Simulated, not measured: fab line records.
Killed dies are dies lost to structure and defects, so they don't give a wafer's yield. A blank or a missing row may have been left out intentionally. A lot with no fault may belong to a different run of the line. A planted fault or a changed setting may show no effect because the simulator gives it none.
fab line records	flow n5_finfet
[record] lots = 10	wafers = 30	last_day = 17
route steps=1938 shown WELL_APT@44 PMOS_HMC_CHANNEL_EPI@58 BEOL_M4@1111 PASSIVATION@1936
lots untouched by any fault: they come from a run of this same line in which no faults occurred
start_h: hours from the record's opening day to when the first of the lot's shown wafers began	wait_h: time in hours since the lot's previous step	" unchanged from the row above	L1.1+2: several wafers, shown together as one row	- no value, or no start was given	* or withheld: withheld	< > ~ a bound
route shown NAME@n: names a module that has steps shown in the file, with the first one's number in the route	usual: mean/standard deviation taken from wafers without a fault	same: alike in all rows	chamber/n: place in a boat	sites: each site's reading	_std_site: standard deviation across them	_edge_site: mean of outer sites minus mean of inner sites	radius_mm: for every site, how far away it sits from the centre of the wafer	mask NAME#n: copy n	behind: tool/chamber where the wafer was last shaped	hold: cause of the lot's hold/its duration in hours/its outcome	device: transistor that didn't switch, given as n, p or np	end of line: tests run on the same wafers once the route is complete	a step without rows: its recipe alone	killed: dies that structure and defects cost at the first sort, which is not the same as the wafer's yield	map: the dies of a wafer, with x for killed, . for not killed, _ for no die there
set.NAME: the run value of the setting; set.NAME@STEP: its run value at that earlier step	model.NAME: the simulator's own value behind a step, which no gauge read
one table for each step of the route and one row for each wafer, over a sample of lots
services: from which hour (start_h, from the record's first day; less than 0 if before it) a tool's chamber was out of use, for how many hours, and why
[[steps]]
[step N5_WELL_APT_OVL_MEAS_26]
[recipe] points_per_wafer = 44
[usual] PWELL_OVL = 0/5.1
lot.wafer	tool	chamber	start_h	wait_h	PWELL_OVL[nm]
L655.2	overlay-02	0	20.96	0.0	-6
L655.5	"	0	"	"	-5
L655.6	"	0	"	"	0
L656.3	overlay-02	0	27.33	0.0	-3
L656.4	"	0	"	"	-4
L656.5	"	0	"	"	0
L662.1	overlay-01	0	62.85	0.0	-5
L662.4	"	0	"	"	-1
L662.5	"	0	"	"	-4
L664.1	overlay-01	0	75.39	0.0	0
L664.3	"	0	"	"	8
L664.4	"	0	"	"	3
L667.1	overlay-01	0	92.98	0.0	4
L667.3	"	0	"	"	6
L667.6	"	0	"	"	-8
L672.2	overlay-02	0	122.74	0.0	0
L672.3	"	0	"	"	2
L672.4	"	0	"	"	-2
L673.4	overlay-02	0	130.57	0.0	1
L673.5	"	0	"	"	3
L673.6	"	0	"	"	-1
L674.1	overlay-01	0	135.22	0.0	-5
L674.3	"	0	"	"	1
L674.5	"	0	"	"	-5
L675.3	overlay-01	0	140.98	0.0	-4
L675.4	"	0	"	"	3
L675.5	"	0	"	"	-4
L676.3	overlay-02	0	147.35	0.0	-9
L676.5	"	0	"	"	-9
L676.6	"	0	"	"	-12
[step N5_WELL_APT_RTA_34]
[recipe] temp_c = 1000	time_s = 10	ambient = N2	idle_temp_c = 600	ramp_up_c_per_s = 150	ramp_down_c_per_s = 60	cool_to_c = 600
[usual] lamp_power_pct = 13.00/0.056	wafer_temp_C_max = 1003.4/1.1
lot.wafer	tool	chamber	start_h	wait_h	lamp_power_pct	wafer_temp_C_max
L655.2	rtp_anneal-02	0	21.80	0.0	13.00	1002.6
L655.5	"	0	"	"	13.00	1002.6
L655.6	"	0	"	"	12.99	1003.8
L656.3	rtp_anneal-01	0	28.86	0.1	13.05	1003.9
L656.4	"	0	"	"	13.05	1003.6
L656.5	"	0	"	"	13.00	1003.1
L662.1	rtp_anneal-02	0	63.68	0.0	12.98	1003.8
L662.4	"	0	"	"	13.00	1003.3
L662.5	"	0	"	"	13.00	1006.1
L664.1	rtp_anneal-02	0	76.45	0.0	13.02	1002.9
L664.3	"	0	"	"	12.95	1002.5
L664.4	"	0	"	"	13.03	1003.1
L667.1	rtp_anneal-02	0	94.67	0.0	13.02	1002.7
L667.3	"	0	"	"	13.05	1002.5
L667.6	"	0	"	"	12.95	1005.3
L672.2	rtp_anneal-02	0	124.47	0.1	12.97	1003.3
L672.3	"	0	"	"	13.03	1004.0
L672.4	"	0	"	"	12.98	1004.5
L673.4	rtp_anneal-02	0	132.51	0.1	12.95	1003.9
L673.5	"	0	"	"	12.95	1002.5
L673.6	"	0	"	"	13.03	1003.2
L674.1	rtp_anneal-01	0	136.30	0.0	12.96	1003.7
L674.3	"	0	"	"	12.99	1002.9
L674.5	"	0	"	"	13.11	1002.6
L675.3	rtp_anneal-02	0	141.86	0.1	13.02	1005.8
L675.4	"	0	"	"	12.98	1002.2
L675.5	"	0	"	"	12.92	1004.0
L676.3	rtp_anneal-02	0	148.20	0.1	12.89	1004.0
L676.5	"	0	"	"	12.98	1004.2
L676.6	"	0	"	"	13.01	1002.5
[step N5_PMOS_HMC_CHANNEL_EPI_COAT_31]
[recipe] resist = BARC	temp_c = 205	time_s = 60	spin_rpm = 1500	resist_thk_nm = 66
[usual] heater_power_total_W = 391.7/1.3	plate_temp_C = 204.97/0.17	resist_line_temp_C = 23.00/0.1
lot.wafer	tool	chamber	start_h	wait_h	heater_power_total_W	plate_temp_C	resist_line_temp_C
L655.2	litho_track-05	0	22.96	0.1	393.2	204.78	23.01
L655.5	"	0	"	"	392.4	204.90	23.15
L655.6	"	0	"	"	393.2	204.84	23.10
L656.3	litho_track-05	0	32.23	0.0	393.5	204.92	22.98
L656.4	"	0	"	"	390.9	204.98	23.07
L656.5	"	0	"	"	389.7	205.24	23.07
L662.1	litho_track-04	0	64.65	0.0	394.0	205.05	23.02
L662.4	"	0	"	"	392.9	204.73	23.02
L662.5	"	0	"	"	394.0	204.95	22.94
L664.1	litho_track-05	0	77.44	0.0	390.8	204.82	22.96
L664.3	"	0	"	"	392.6	204.76	23.07
L664.4	"	0	"	"	391.0	204.60	23.03
L667.1	litho_track-05	0	95.70	0.0	391.7	204.86	23.12
L667.3	"	0	"	"	390.8	204.81	23.19
L667.6	"	0	"	"	393.0	204.93	23.11
L672.2	litho_track-05	0	125.63	0.0	423.8	217.80	22.92
L672.3	"	0	"	"	422.9	217.65	22.91
L672.4	"	0	"	"	420.3	217.70	22.87
L673.4	litho_track-05	0	133.63	0.0	423.3	217.58	23.02
L673.5	"	0	"	"	423.7	217.67	22.89
L673.6	"	0	"	"	419.8	217.47	22.82
L674.1	litho_track-04	0	137.26	0.0	392.6	205.17	22.87
L674.3	"	0	"	"	393.1	205.53	23.04
L674.5	"	0	"	"	391.9	204.86	22.94
L675.3	litho_track-02	0	143.00	0.0	391.8	204.81	23.06
L675.4	"	0	"	"	390.6	204.97	23.04
L675.5	"	0	"	"	390.3	204.85	22.98
L676.3	litho_track-02	0	149.34	0.0	394.0	205.04	22.94
L676.5	"	0	"	"	391.9	204.71	22.97
L676.6	"	0	"	"	390.1	204.91	23.11
[step N5_PMOS_HMC_CHANNEL_EPI_HM_OPEN_15]
[recipe] chemistry = CHF3/O2	target = SiO2	mask_material = CAR-ArF-block	target_depth_a = 406	CHF3_flow_sccm = 50	O2_flow_sccm = 5	Ar_flow_sccm = 200	time_s = 20.3	pressure_mtorr = 30	source_w = 650	bias_w = 170	ion_energy_ev = 200
[usual] CHF3_flow_sccm = 50.00/0.13	drypump_motor_current_A = 6.0/0.34	oes_product_au = 0.74/0.045	rf_vpp_V = 524/8.9	showerhead_plenum_p_Torr = 2.38/0.086	throttle_valve_pct = 18.98/0.26
lot.wafer	tool	chamber	start_h	wait_h	CHF3_flow_sccm	drypump_motor_current_A	oes_product_au	rf_hours_counter_h	rf_vpp_V	showerhead_plenum_p_Torr	throttle_valve_pct
L655.2	rie_diel-05	0	23.47	0.0	50.03	6.4	0.74	201	515	2.29	19.37
L655.5	"	0	"	"	49.88	6.4	0.73	-	515	2.29	19.37
L655.6	"	3	"	"	49.94	6.2	0.73	-	540	2.51	19.04
L656.3	rie_diel-01	0	32.74	0.0	49.70	6.2	0.75	161	525	2.32	18.96
L656.4	"	3	"	"	50.07	5.6	0.75	-	522	2.52	19.11
L656.5	"	1	"	"	49.98	6.1	0.74	-	525	2.40	19.06
L662.1	rie_diel-06	1	65.16	0.0	49.83	5.2	0.73	193	520	2.38	18.66
L662.4	"	3	"	"	49.97	6.2	0.78	125	523	2.41	19.23
L662.5	"	3	"	"	49.86	6.2	0.78	-	524	2.41	19.24
L664.1	rie_diel-06	2	77.83	0.0	50.00	5.6	0.83	112	517	2.24	19.00
L664.3	"	0	"	"	49.85	5.7	0.78	131	515	2.43	19.05
L664.4	"	3	"	"	50.10	6.2	0.78	128	523	2.41	19.25
L667.1	rie_diel-05	1	96.16	0.0	50.15	6.1	0.76	149	518	2.41	18.70
L667.3	"	0	"	"	50.13	6.5	0.71	220	514	2.28	19.40
L667.6	"	1	"	"	50.09	6.0	0.76	-	519	2.41	18.70
L672.2	rie_diel-05	2	126.79	0.0	49.97	6.2	0.71	211	533	2.29	18.63
L672.3	"	0	"	"	50.05	6.4	0.71	231	515	2.28	19.42
L672.4	"	3	"	"	50.22	6.2	0.71	194	541	2.50	19.09
L673.4	rie_diel-01	2	134.22	0.0	49.96	5.2	0.98	0	528	2.37	18.71
L673.5	"	2	"	"	50.04	5.2	0.98	-	530	2.37	18.70
L673.6	"	3	"	"	49.88	5.6	0.72	-	520	2.51	19.18
L674.1	rie_diel-05	1	137.78	0.0	49.97	6.0	0.76	163	520	2.41	18.73
L674.3	"	3	"	"	50.14	6.2	0.70	197	538	2.49	19.08
L674.5	"	0	"	"	50.12	6.4	0.70	-	514	2.27	19.41
L675.3	rie_diel-05	3	143.51	0.0	50.14	6.2	0.71	199	538	2.49	19.10
L675.4	"	2	"	"	50.09	6.2	0.71	216	536	2.29	18.64
L675.5	"	3	"	"	50.10	6.1	0.70	-	539	2.49	19.07
L676.3	rie_diel-01	2	149.88	0.0	49.96	5.2	0.96	4	531	2.37	18.74
L676.5	"	1	"	"	50.00	6.1	0.72	-	524	2.39	19.13
L676.6	"	0	"	"	50.03	6.2	0.72	-	523	2.30	19.03
[step N5_BEOL_M4_RC_MEAS_101]
[usual] DIBL_N = 36.0/1.7	DIBL_P = 35.8/2	IOFF_N = 0.15/0.03	IOFF_P = 0.20/0.037	ION_N = 670/12	ION_P = 460/7.2	SS_N = 71.5/0.68	SS_P = 73.2/0.65	VT_N = 250/3.1	VT_P = -251/3.4
lot.wafer	tool	chamber	start_h	wait_h	DIBL_N[mV/V]	DIBL_P[mV/V]	IOFF_N[nA/um]	IOFF_P[nA/um]	ION_N[uA/um]	ION_P[uA/um]	SS_N[mV/dec]	SS_P[mV/dec]	VT_N[mV]	VT_P[mV]
L655.2	prober-01	0	175.62	0.2	36.4	35.4	0.16	0.20	664	456	71.6	73.0	250	-251
L655.5	"	0	"	"	34.2	31.6	0.11	0.16	655	455	70.5	72.0	256	-256
L655.6	"	0	"	"	34.7	32.5	0.13	0.16	662	454	71.2	72.5	253	-257
L656.3	prober-01	0	180.80	0.3	34.3	33.3	0.12	0.16	668	456	71.9	72.0	251	-252
L656.4	"	0	"	"	35.8	34.4	0.15	0.17	677	457	72.1	72.7	247	-253
L656.5	"	0	"	"	36.6	34.3	0.15	0.16	646	440	72.3	72.8	252	-253
L662.1	prober-01	0	219.75	0.0	37.8	37.9	0.17	0.24	666	464	72.3	73.3	249	-248
L662.4	"	0	"	"	40.1	41.5	0.24	0.30	692	474	72.6	74.2	244	-246
L662.5	"	0	"	"	37.4	36.9	0.17	0.21	683	464	72.0	73.6	252	-249
L664.1	prober-01	0	237.50	0.0	37.7	38.1	0.19	0.27	687	477	71.5	73.5	248	-244
L664.3	"	0	"	"	36.0	35.1	0.15	0.21	656	455	71.8	72.4	249	-249
L664.4	"	0	"	"	34.8	33.7	0.13	0.18	678	462	71.3	73.1	251	-249
L667.1	prober-01	0	255.01	0.0	36.2	35.7	0.14	0.19	658	453	71.2	72.7	252	-252
L667.3	"	0	"	"	35.2	35.6	0.14	0.20	684	470	71.1	73.4	250	-250
L667.6	"	0	"	"	35.0	34.7	0.12	0.18	655	460	70.1	72.7	254	-251
L672.2	prober-01	0	274.55	0.2	37.5	38.7	0.19	0.21	678	456	72.3	73.8	251	-252
L672.3	"	0	"	"	34.2	34.3	0.12	0.15	670	455	71.8	73.0	255	-259
L672.4	"	0	"	"	33.3	33.9	0.11	0.14	655	443	71.4	72.8	255	-259
L673.4	prober-01	0	290.17	0.5	35.0	35.2	0.14	0.21	677	466	70.9	73.5	249	-249
L673.5	"	0	"	"	36.0	35.9	0.16	0.21	683	461	71.0	73.1	250	-250
L673.6	"	0	"	"	36.9	37.6	0.17	0.24	690	470	71.8	73.5	250	-246
L675.3	prober-01	0	298.28	0.3	37.4	37.8	0.17	0.21	682	463	72.0	74.5	251	-251
L675.4	"	0	"	"	35.4	36.2	0.14	0.18	659	457	71.1	73.8	254	-253
L675.5	"	0	"	"	34.9	35.6	0.13	0.17	657	461	71.0	73.4	253	-256
L674.1	prober-02	0	299.09	0.0	34.7	33.9	0.13	0.18	664	454	70.7	73.4	252	-249
L674.3	"	0	"	"	37.6	37.7	0.17	0.24	684	467	71.3	73.3	249	-249
L674.5	"	0	"	"	34.3	33.2	0.12	0.17	653	452	70.4	72.3	250	-254
L676.3	prober-02	0	305.41	0.3	34.7	33.1	0.14	0.17	671	462	71.1	72.5	248	-253
L676.5	"	0	"	"	35.7	35.3	0.15	0.20	684	465	70.8	73.3	247	-252
L676.6	"	0	"	"	37.3	35.7	0.17	0.21	665	457	71.3	72.6	248	-250
[step N5_PASSIVATION_PROBE_49]
[usual] defect_limited_yield = 91.4/1.5	killed_at_M0_to_M3 = 32/9.8	killed_at_M4_up = 15/5.6	killed_at_contacts = 12/5.4	killed_at_front_end = 40/13	killed_at_other = 3.0/2.1	killed_dies = 102/17	killed_open = 67/13	killed_short = 32/7.1	sort_bin_5_function = 5.1/0.96	sort_bin_6_memory = 3.2/0.7	sort_bin_8_speed = 0.0/0.3	sort_n_pass = 1078/18	sort_yield_pct = 91.3/1.5
[same] gross_dies = 1180	killed_at_back_side = 0	sort_bin_4_leakage[%] = 0
lot.wafer	tool	chamber	start_h	wait_h	defect_limited_yield[%]	killed_at_M0_to_M3	killed_at_M4_up	killed_at_contacts	killed_at_front_end	killed_at_other	killed_dies	killed_open	killed_short	sort_bin_5_function[%]	sort_bin_6_memory[%]	sort_bin_8_speed[%]	sort_n_pass	sort_yield_pct[%]
L672.2	prober-01	-	370.30	0.1	90.8	26	9	11	56	6	108	57	50	5.7	3.3	0	1072	90.8
L672.3	prober-01	-	370.35	0.1	91.3	40	6	20	33	4	103	70	28	5.1	3.5	0	1077	91.3
L673.4	prober-01	-	394.28	0.2	89.7	27	8	9	76	2	122	87	32	5.7	4.2	0	1058	89.7
L673.5	prober-01	-	394.33	0.2	91.3	27	6	11	52	7	103	68	34	5.4	3.1	0	1077	91.3
L673.6	prober-01	-	394.38	0.3	90.3	29	8	3	74	1	115	81	34	5.8	3.8	0	1065	90.3
L675.5	prober-02	-	409.03	0.2	88.5	49	16	14	56	1	136	80	50	6.9	3.6	0	1044	88.5
// killed by level:class
L672.2 FIN_SAQP:geometric_particle:short=18 FIN_SAQP:geometric_particle:open=15 BEOL_M1:geometric_particle:open=11 MOL_CONTACT_COAG:geometric_particle:open=7 STI_FIN_REVEAL:geometric_particle:open=5 MOL_CONTACT_COAG:geometric_particle:short=4 STARTING-WAFER:geometric_particle:short=4 GATE_CUT:geometric_particle:short=3
L672.3 MOL_CONTACT_COAG:geometric_particle:open=20 BEOL_M2:geometric_particle:open=17 BEOL_M3:geometric_particle:open=6 FIN_SAQP:geometric_particle:short=5 STI_FIN_REVEAL:geometric_particle:open=5 FIN_SAQP:geometric_particle:open=4 STARTING-WAFER:geometric_particle:short=4 BEOL_M1:geometric_particle:open=4
L673.4 FIN_SAQP:geometric_particle:open=29 STI_FIN_REVEAL:geometric_particle:open=17 BEOL_M1:geometric_particle:open=9 GATE_CUT:geometric_particle:short=7 BEOL_M2:geometric_particle:open=5 MOL_CONTACT_COAG:geometric_particle:open=5 STI_FIN_REVEAL:geometric_particle:short=4 MOL_CONTACT_COAG:geometric_particle:short=4
L673.5 STI_FIN_REVEAL:geometric_particle:open=21 MOL_CONTACT_COAG:geometric_particle:open=10 FIN_SAQP:geometric_particle:open=9 STI_FIN_REVEAL:geometric_particle:short=9 BEOL_M0_SAQP:geometric_particle:short=5 BEOL_M1:geometric_particle:open=5 MIM_TOP:geometric_particle:open=5 FIN_SAQP:geometric_particle:short=4
L673.6 FIN_SAQP:geometric_particle:open=27 STI_FIN_REVEAL:geometric_particle:open=15 FIN_SAQP:geometric_particle:short=10 BEOL_M2:geometric_particle:open=10 GATE_CUT:geometric_particle:short=8 BEOL_M1:geometric_particle:open=8 STARTING-WAFER:geometric_particle:short=6 BEOL_M0:geometric_particle:open=4
L675.5 BEOL_M3:geometric_particle:open=15 MOL_CONTACT_COAG:geometric_particle:open=12 BEOL_M0_SAQP:geometric_particle:short=11 STI_FIN_REVEAL:geometric_particle:open=10 FIN_SAQP:geometric_particle:open=9 BEOL_M0_SAQP:geometric_particle:open=7 FIN_SAQP:geometric_particle:short=6 GATE_CUT:geometric_particle:short=6
[[services]]
tool	chamber	start_h	hours	kind
rie_diel-01	2	24.60	22.8	repair
rie_diel-06	3	38.09	5.0	repair
rtp_anneal-01	-	55.40	5.4	pm
rie_diel-01	2	59.15	2.7	repair
rie_diel-06	-	75.90	0.5	repair
rie_diel-01	3	83.26	8.8	repair
rie_diel-06	0	101.16	4.5	repair
litho_track-04	-	112.93	-	consumable_replace:filter
rie_diel-01	2	121.22	-	clean
rie_diel-01	2	121.22	-	consumable_replace:focus_ring
rie_diel-01	2	121.22	12.1	scheduled_down
rie_diel-01	2	121.22	12.1	vent_cycle
rie_diel-01	3	123.80	3.1	repair
[[key]]
[first_sign] step = N5_PMOS_HMC_CHANNEL_EPI_COAT_31	reading = plate_temp_C	direction = up	sigmas = 76	usual = *	struck = *
[effect] step = N5_PMOS_HMC_CHANNEL_EPI_COAT_31	reading = heater_power_total_W	direction = up	sigmas = 24	usual = *	struck = *
met_at N5_PMOS_HMC_CHANNEL_EPI_COAT_31
struck_lots L672,L673
not_acting_at N5_WELL_APT_OVL_MEAS_26,N5_WELL_APT_RTA_34,N5_PMOS_HMC_CHANNEL_EPI_HM_OPEN_15
onset_between 95.70 125.63
[fault] kind = process_parameter_drift	tool = litho_track-05	chamber = -	onset_h = 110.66	steps = N5_PMOS_HMC_CHANNEL_EPI_COAT_31	channel = temp_c	offset = *	shape = step	end_h = 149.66	acts_in = *	stated = *
